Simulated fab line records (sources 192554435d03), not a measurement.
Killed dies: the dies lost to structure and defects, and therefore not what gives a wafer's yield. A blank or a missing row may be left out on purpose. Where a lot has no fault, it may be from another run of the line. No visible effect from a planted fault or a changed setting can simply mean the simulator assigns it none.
Which of the tools did it? | flow n5Finfet | 24 lots, 72 wafers sampled, at 5 steps of a route of 1938

WHAT EACH GAUGE READ, for each wafer
N5_BEOL_M14_CD_MEAS_10: the cd target is 250 nm.
lot  | measured     | on       | cdNm (nm)
L074 | day 11 18:53 | cdSem-01 | 252.2 252.7 252.4
L075 | day 12 02:06 | cdSem-01 | 248.0 248.7 251.1
L076 | day 12 07:17 | cdSem-01 | 248.3 248.1 250.9
L079 | day 12 11:04 | cdSem-03 | 250.3 251.3 251.7
L078 | day 12 11:35 | cdSem-02 | 249.7 250.0 250.0
L077 | day 12 17:29 | cdSem-03 | 248.8 247.9 250.6
L080 | day 13 08:13 | cdSem-03 | 249.8 249.2 248.5
L083 | day 13 11:31 | cdSem-01 | 246.7 249.0 250.8
L081 | day 13 18:18 | cdSem-03 | 249.9 249.0 249.5
L082 | day 13 18:27 | cdSem-02 | 250.4 248.5 252.2
L084 | day 13 22:04 | cdSem-02 | 251.5 250.8 249.5
L085 | day 14 07:21 | cdSem-03 | 253.0 253.3 252.4
L087 | day 15 03:29 | cdSem-02 | 249.3 249.1 249.0
L086 | day 15 04:11 | cdSem-01 | 248.4 246.6 251.1
L089 | day 15 10:29 | cdSem-03 | 252.2 250.4 251.0
L088 | day 15 20:01 | cdSem-01 | 249.9 250.4 251.8
L091 | day 15 20:32 | cdSem-02 | 251.5 250.2 247.0
L090 | day 15 20:50 | cdSem-02 | 252.4 249.1 248.9
L093 | day 16 03:29 | cdSem-03 | 251.4 250.0 247.4
L092 | day 16 16:55 | cdSem-03 | 247.7 250.5 250.8
L094 | day 17 02:52 | cdSem-02 | 248.0 250.7 248.9
L095 | day 17 07:26 | cdSem-01 | 251.4 249.1 249.0
L096 | day 17 09:40 | cdSem-01 | 250.3 252.1 248.5
L097 | day 17 17:01 | cdSem-01 | 247.8 246.6 249.6

N5_BEOL_M15_OVL_MEAS_11.
lot  | measured     | on         | V14_OVL (nm)
L074 | day 12 01:46 | overlay-01 | 1 0 -2
L075 | day 12 13:19 | overlay-01 | -3 -15 -7
L076 | day 12 13:32 | overlay-01 | -6 -4 0
L079 | day 12 16:42 | overlay-02 | -1 -4 -5
L078 | day 12 17:56 | overlay-02 | 5 -1 3
L077 | day 12 21:57 | overlay-02 | -2 4 -1
L080 | day 13 16:54 | overlay-01 | -5 0 -9
L083 | day 13 17:42 | overlay-01 | -9 -2 -11
L081 | day 13 22:44 | overlay-01 | -6 0 3
L082 | day 13 22:58 | overlay-02 | 0 -4 -4
L084 | day 14 03:58 | overlay-01 | -10 7 -8
L085 | day 14 14:14 | overlay-02 | 0 2 -4
L087 | day 15 07:50 | overlay-01 | -7 -10 -6
L086 | day 15 10:58 | overlay-01 | 1 -1 5
L089 | day 15 15:42 | overlay-01 | 1 1 -2
L088 | day 16 01:02 | overlay-02 | -10 -6 -10
L091 | day 16 01:17 | overlay-02 | -2 1 0
L090 | day 16 01:23 | overlay-01 | -4 -3 -3
L093 | day 16 08:56 | overlay-01 | -6 -2 -7
L092 | day 16 21:30 | overlay-02 | -4 -7 -4
L094 | day 17 08:56 | overlay-02 | 7 8 9
L095 | day 17 12:05 | overlay-01 | 3 4 1
L096 | day 17 18:43 | overlay-02 | 0 4 1
L097 | day 17 23:50 | overlay-02 | 6 5 1

EACH LOT AND THE TOOL THAT RAN IT (in order: tool; ch and the chambers of the sampled wafers; start)
lot  | N5_BEOL_M13_CMP_49            | N5_BEOL_M14_DEGAS_41        | N5_BEOL_M14_ANNEAL_48
L074 | cmp-01 ch 1,2,3, day 11 17:51 | pvdSputter-03, day 11 23:45 | rtpAnneal-02 ch 0, day 12 00:18
L075 | cmp-03 ch 0,2,3, day 12 01:07 | pvdSputter-01, day 12 10:21 | rtpAnneal-01 ch 0, day 12 11:33
L076 | cmp-04 ch 0,2,3, day 12 06:16 | pvdSputter-01, day 12 10:40 | rtpAnneal-01 ch 0, day 12 12:05
L079 | cmp-04 ch 0,1,3, day 12 09:57 | pvdSputter-01, day 12 14:47 | rtpAnneal-01 ch 0, day 12 15:20
L078 | cmp-01 ch 0,3, day 12 10:26   | pvdSputter-02, day 12 15:52 | rtpAnneal-02 ch 0, day 12 16:28
L077 | cmp-03 ch 0,1,3, day 12 16:22 | pvdSputter-02, day 12 20:02 | rtpAnneal-01 ch 0, day 12 20:35
L080 | cmp-03 ch 0,1,3, day 13 07:10 | pvdSputter-03, day 13 14:52 | rtpAnneal-01 ch 0, day 13 15:28
L083 | cmp-01 ch 1,2,3, day 13 10:34 | pvdSputter-02, day 13 15:42 | rtpAnneal-01 ch 0, day 13 16:20
L081 | cmp-03 ch 0,1,3, day 13 17:14 | pvdSputter-01, day 13 20:42 | rtpAnneal-01 ch 0, day 13 21:14
L082 | cmp-04 ch 2,3, day 13 17:28   | pvdSputter-02, day 13 20:47 | rtpAnneal-02 ch 0, day 13 21:28
L084 | cmp-04 ch 1,2, day 13 21:05   | pvdSputter-02, day 14 02:04 | rtpAnneal-02 ch 0, day 14 02:39
L085 | cmp-01 ch 0,1,3, day 14 06:21 | pvdSputter-02, day 14 12:05 | rtpAnneal-02 ch 0, day 14 12:49
L087 | cmp-01 ch 0,2, day 15 02:26   | pvdSputter-02, day 15 05:41 | rtpAnneal-01 ch 0, day 15 06:16
L086 | cmp-04 ch 0,1,3, day 15 03:06 | pvdSputter-03, day 15 08:44 | rtpAnneal-02 ch 0, day 15 09:21
L089 | cmp-01 ch 0,3, day 15 09:22   | pvdSputter-01, day 15 13:47 | rtpAnneal-01 ch 0, day 15 14:20
L088 | cmp-03 ch 0,1,3, day 15 18:55 | pvdSputter-03, day 15 22:59 | rtpAnneal-02 ch 0, day 15 23:32
L091 | cmp-03 ch 2,3, day 15 19:24   | pvdSputter-02, day 15 23:06 | rtpAnneal-01 ch 0, day 15 23:53
L090 | cmp-03 ch 2,3, day 15 19:40   | pvdSputter-02, day 15 23:28 | rtpAnneal-02 ch 0, day 16 00:01
L093 | cmp-01 ch 0,1,3, day 16 02:22 | pvdSputter-02, day 16 06:53 | rtpAnneal-01 ch 0, day 16 07:37
L092 | cmp-04 ch 0,1, day 16 15:48   | pvdSputter-02, day 16 19:34 | rtpAnneal-01 ch 0, day 16 20:11
L094 | cmp-04 ch 0,1,3, day 17 01:48 | pvdSputter-03, day 17 06:45 | rtpAnneal-02 ch 0, day 17 07:34
L095 | cmp-04 ch 0,2, day 17 06:22   | pvdSputter-03, day 17 09:57 | rtpAnneal-01 ch 0, day 17 10:32
L096 | cmp-04 ch 2,3, day 17 08:34   | pvdSputter-03, day 17 16:40 | rtpAnneal-02 ch 0, day 17 17:12
L097 | cmp-04 ch 0,2,3, day 17 15:50 | pvdSputter-01, day 17 21:43 | rtpAnneal-02 ch 0, day 17 22:16
- N5_BEOL_M13_CMP_49: polishes, stops on SiOC, t overpolish 17.1 s, target thk 420 nm.
- N5_BEOL_M14_DEGAS_41: time 60 s.
- N5_BEOL_M14_ANNEAL_48: time 90 s.

AS READ BY THE TOOLS THEMSELVES (means over the sampled wafers that have a number; for cases with no such wafer, the mark the record gives instead)
N5_BEOL_M13_CMP_49.
lot  | tool   | barrierFieldEndpointS (s) | clearingPlatenRpm (rpm) | motorCurrentA (A) | overpolishRunS (s) | padLifeWafers
L074 | cmp-01 | 29.4                      | 50.04                   | 6.1               | 17.094             | 1694
L075 | cmp-03 | 30.4                      | 49.98                   | 5.8               | 17.095             | 2047
L076 | cmp-04 | 30.6                      | 49.98                   | 6.1               | 17.096             | 752
L079 | cmp-04 | 30.3                      | 50.02                   | 6.2               | 17.091             | 775
L078 | cmp-01 | 30.3                      | 50.00                   | 5.7               | 17.107             | 1850
L077 | cmp-03 | 29.9                      | 50.02                   | 6.0               | 17.097             | 8
L080 | cmp-03 | 31.0                      | 49.99                   | 6.0               | 17.099             | 122
L083 | cmp-01 | 29.2                      | 49.99                   | 5.9               | 17.100             | 2073
L081 | cmp-03 | 29.5                      | 50.01                   | 5.8               | 17.099             | 182
L082 | cmp-04 | 29.7                      | 49.98                   | 5.7               | 17.106             | 1004
L084 | cmp-04 | 30.5                      | 50.01                   | 5.5               | 17.102             | 1056
L085 | cmp-01 | 30.2                      | 50.01                   | 5.9               | 17.101             | 39
L087 | cmp-01 | 29.6                      | 50.00                   | 5.8               | 17.106             | 182
L086 | cmp-04 | 29.3                      | 49.99                   | 6.2               | 17.097             | 1297
L089 | cmp-01 | 29.8                      | 49.98                   | 5.5               | 17.094             | 246
L088 | cmp-03 | 29.9                      | 50.02                   | 5.9               | 17.106             | 572
L091 | cmp-03 | 29.6                      | 50.04                   | 5.5               | 17.101             | 584
L090 | cmp-03 | 29.7                      | 50.00                   | 5.0               | 17.097             | 590
L093 | cmp-01 | 30.0                      | 50.02                   | 6.0               | 17.093             | 391
L092 | cmp-04 | 30.7                      | 49.98                   | 5.8               | 17.103             | 1562
L094 | cmp-04 | 30.4                      | 50.00                   | 6.2               | 17.096             | 1641
L095 | cmp-04 | 30.5                      | 50.02                   | 6.2               | 17.098             | 1682
L096 | cmp-04 | 30.9                      | 50.00                   | 5.8               | 17.096             | 1705
L097 | cmp-04 | 29.3                      | 49.99                   | 6.2               | 17.104             | 1747

N5_BEOL_M14_DEGAS_41.
lot  | tool          | heaterPowerW (W)
L074 | pvdSputter-03 | 502
L075 | pvdSputter-01 | 472
L076 | pvdSputter-01 | 466
L079 | pvdSputter-01 | 459
L078 | pvdSputter-02 | 538
L077 | pvdSputter-02 | 540
L080 | pvdSputter-03 | 435
L083 | pvdSputter-02 | 472
L081 | pvdSputter-01 | 497
L082 | pvdSputter-02 | 433
L084 | pvdSputter-02 | 414
L085 | pvdSputter-02 | 434
L087 | pvdSputter-02 | 429
L086 | pvdSputter-03 | 482
L089 | pvdSputter-01 | 447
L088 | pvdSputter-03 | 454
L091 | pvdSputter-02 | 430
L090 | pvdSputter-02 | 479
L093 | pvdSputter-02 | 485
L092 | pvdSputter-02 | 485
L094 | pvdSputter-03 | 499
L095 | pvdSputter-03 | 448
L096 | pvdSputter-03 | 446
L097 | pvdSputter-01 | 464

N5_BEOL_M14_ANNEAL_48.
lot  | tool         | annealTempCMax | wafer_temp_C_max
L074 | rtpAnneal-02 | 226.41         | 225.81
L075 | rtpAnneal-01 | 226.10         | 225.45
L076 | rtpAnneal-01 | 226.19         | 225.70
L079 | rtpAnneal-01 | 226.22         | 225.76
L078 | rtpAnneal-02 | 225.73         | 225.76
L077 | rtpAnneal-01 | 225.98         | 225.75
L080 | rtpAnneal-01 | 226.16         | 225.69
L083 | rtpAnneal-01 | 226.32         | 225.62
L081 | rtpAnneal-01 | 226.13         | 225.48
L082 | rtpAnneal-02 | 225.78         | 225.61
L084 | rtpAnneal-02 | 225.89         | 225.55
L085 | rtpAnneal-02 | 225.93         | 225.56
L087 | rtpAnneal-01 | 226.03         | 225.97
L086 | rtpAnneal-02 | 226.08         | 226.09
L089 | rtpAnneal-01 | 226.04         | 225.73
L088 | rtpAnneal-02 | 226.05         | 225.66
L091 | rtpAnneal-01 | 225.73         | 225.71
L090 | rtpAnneal-02 | 225.87         | 225.93
L093 | rtpAnneal-01 | 226.20         | 225.61
L092 | rtpAnneal-01 | 225.99         | 225.20
L094 | rtpAnneal-02 | 226.12         | 225.64
L095 | rtpAnneal-01 | 226.40         | 225.72
L096 | rtpAnneal-02 | 225.89         | 225.43
L097 | rtpAnneal-02 | 225.62         | 225.64

THE ANSWER, worked out from the rows above alone
Rule: the usual values come from the lots themselves. The widest of any qualifying gaps counts: lots, ordered by their means at a reading, are off when they make up no more than a third of the lots, leave a main group of 4 or more, and stand apart from it by 3 or more times the standard deviation of that group's means. If all means in a main group match to the digits the tables above print for the reading, that group is not used. Also off: a lot with no number at a reading for which 4 or more lots have one. Where the step has rows for the other lots, those lots are counted as sound. The gauges are gone through in route order, then the tools' own readings, and for those a lot's mean is taken as printed above. The first step at which some lot is off is used, and at that step the reading that is off furthest; a lot without a number counts as furthest.
Nothing can be told from this: no lot is off at any reading shown.

WHAT THE SIMULATOR HAD PUT IN
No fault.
